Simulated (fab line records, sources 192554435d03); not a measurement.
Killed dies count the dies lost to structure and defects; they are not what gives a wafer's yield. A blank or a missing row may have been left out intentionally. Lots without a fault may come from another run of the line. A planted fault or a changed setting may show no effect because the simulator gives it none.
Split-lot study :: flow n5-finfet :: route with 1938 steps; 7 lots, 21 wafers read

## ON THE SPLIT
At N5_BEOL_M8_ETCH_62 (etches SOC in N2/H2, target depth 110 nm, overetch 22 nm, time 165 s), the setting source-w was moved away from the recipe's 840 W on 9 of the 21 wafers read, by -13.4% to +14.4%. This setting was run at the recipe's value on the other wafers.

The split's own step is where the reading is taken.

## THE READING
rf-vpp-V, in V, at N5_BEOL_M8_ETCH_62 (etches SOC in N2/H2, target depth 110 nm, overetch 22 nm, time 165 s). Typical for fault-free wafers on this fab line: 524.3 V, with standard deviation 2.5 V.

wafer: L074.1
tool, chamber at the split: rie-diel-03, 1
source-w as run, W: 961
against the recipe: +14.4%
rf-vpp-V, V: 500.2
against lot-mates on the recipe: no lot-mate on the recipe

wafer: L074.3
tool, chamber at the split: rie-diel-03, 0
source-w as run, W: 961
against the recipe: +14.4%
rf-vpp-V, V: 503.2
against lot-mates on the recipe: no lot-mate on the recipe

wafer: L074.6
tool, chamber at the split: rie-diel-03, 1
source-w as run, W: 961
against the recipe: +14.4%
rf-vpp-V, V: 503.2
against lot-mates on the recipe: no lot-mate on the recipe

wafer: L078.1
tool, chamber at the split: rie-diel-04, 2
source-w as run, W: 840
against the recipe: recipe
rf-vpp-V, V: 521.9
against lot-mates on the recipe: -

wafer: L078.2
tool, chamber at the split: rie-diel-04, 0
source-w as run, W: 735.2
against the recipe: -12.5%
rf-vpp-V, V: 547.6
against lot-mates on the recipe: +25.7

wafer: L078.5
tool, chamber at the split: rie-diel-04, 3
source-w as run, W: 735.2
against the recipe: -12.5%
rf-vpp-V, V: 547.8
against lot-mates on the recipe: +25.9

wafer: L081.1
tool, chamber at the split: rie-diel-03, 3
source-w as run, W: 840
against the recipe: recipe
rf-vpp-V, V: 524.4
against lot-mates on the recipe: -

wafer: L081.2
tool, chamber at the split: rie-diel-03, 2
source-w as run, W: 840
against the recipe: recipe
rf-vpp-V, V: 529.7
against lot-mates on the recipe: -

wafer: L081.5
tool, chamber at the split: rie-diel-03, 2
source-w as run, W: 840
against the recipe: recipe
rf-vpp-V, V: 528.2
against lot-mates on the recipe: -

wafer: L090.1
tool, chamber at the split: rie-diel-01, 1
source-w as run, W: 771.4
against the recipe: -8.2%
rf-vpp-V, V: 542.8
against lot-mates on the recipe: +22.5

wafer: L090.2
tool, chamber at the split: rie-diel-01, 2
source-w as run, W: 840
against the recipe: recipe
rf-vpp-V, V: 519.8
against lot-mates on the recipe: -

wafer: L090.3
tool, chamber at the split: rie-diel-01, 3
source-w as run, W: 840
against the recipe: recipe
rf-vpp-V, V: 520.9
against lot-mates on the recipe: -

wafer: L088.1
tool, chamber at the split: rie-diel-04, 0
source-w as run, W: 840
against the recipe: recipe
rf-vpp-V, V: 521.6
against lot-mates on the recipe: -

wafer: L088.3
tool, chamber at the split: rie-diel-04, 2
source-w as run, W: 840
against the recipe: recipe
rf-vpp-V, V: 522.3
against lot-mates on the recipe: -

wafer: L088.6
tool, chamber at the split: rie-diel-04, 2
source-w as run, W: 956.2
against the recipe: +13.8%
rf-vpp-V, V: 500.3
against lot-mates on the recipe: -21.7

wafer: L097.1
tool, chamber at the split: rie-diel-03, 2
source-w as run, W: 727.2
against the recipe: -13.4%
rf-vpp-V, V: 552.7
against lot-mates on the recipe: +24.6

wafer: L097.5
tool, chamber at the split: rie-diel-03, 1
source-w as run, W: 727.2
against the recipe: -13.4%
rf-vpp-V, V: 552.1
against lot-mates on the recipe: +24.0

wafer: L097.6
tool, chamber at the split: rie-diel-03, 2
source-w as run, W: 840
against the recipe: recipe
rf-vpp-V, V: 528.1
against lot-mates on the recipe: -

wafer: L096.1
tool, chamber at the split: rie-diel-01, 3
source-w as run, W: 840
against the recipe: recipe
rf-vpp-V, V: 522.0
against lot-mates on the recipe: -

wafer: L096.2
tool, chamber at the split: rie-diel-01, 0
source-w as run, W: 840
against the recipe: recipe
rf-vpp-V, V: 525.3
against lot-mates on the recipe: -

wafer: L096.4
tool, chamber at the split: rie-diel-01, 1
source-w as run, W: 840
against the recipe: recipe
rf-vpp-V, V: 528.5
against lot-mates on the recipe: -

THE FIT
A straight line over all 21 wafers: rf-vpp-V changes by -1.79 V for each +1% of source-w; r = -0.98; the points scatter about the line by 3.2 V.
The same after taking each lot's own level away (the mean of its wafers on the recipe; 18 wafers): -1.87 V for each +1%; r = -0.98; scatter 2.6 V.
That fit puts the effect of the largest move of source-w on the reading at 27 V.
The lots' own levels span 520.35 to 528.10 V, that is 3.1 times the standard deviation above.
Hence the lot-to-lot level has little effect on the slope; both slopes agree.
Check: with one of the wafers moved furthest among these (+13.8%) left out of the fit, the line predicts -27.3 V for it against its lot-mates. Against them it came out at -21.7 V.
Tool readings at the split's step, against how far the setting was moved: rf-vpp-V r = -0.98.

## THESE WAFERS: OTHER SPLITS
These wafers also went through other splits before the reading. Each is held against what the fit with the lots' levels taken away leaves over:
other split on the same wafers: N5_BEOL_M4_SPUTTER_79 time-s
wafers away from the commonest value: 8
r with rf-vpp-V (lot level and that fit taken away): +0.59

other split on the same wafers: N5_BEOL_M5_COAT_74 spin-rpm
wafers away from the commonest value: 4
r with rf-vpp-V (lot level and that fit taken away): +0.19

other split on the same wafers: N5_BEOL_M5_EXPOSE_25 dose-mj
wafers away from the commonest value: 8
r with rf-vpp-V (lot level and that fit taken away): -0.06

other split on the same wafers: N5_BEOL_M6_ILD_DEP_00 time-s
wafers away from the commonest value: 9
r with rf-vpp-V (lot level and that fit taken away): -0.23

other split on the same wafers: N5_BEOL_M7_ILD_DEP_00 time-s
wafers away from the commonest value: 6
r with rf-vpp-V (lot level and that fit taken away): +0.09

## THE FILE'S OWN FIT
rf-vpp-V changes by -1.9 V for each +1% of source-w, r = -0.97.
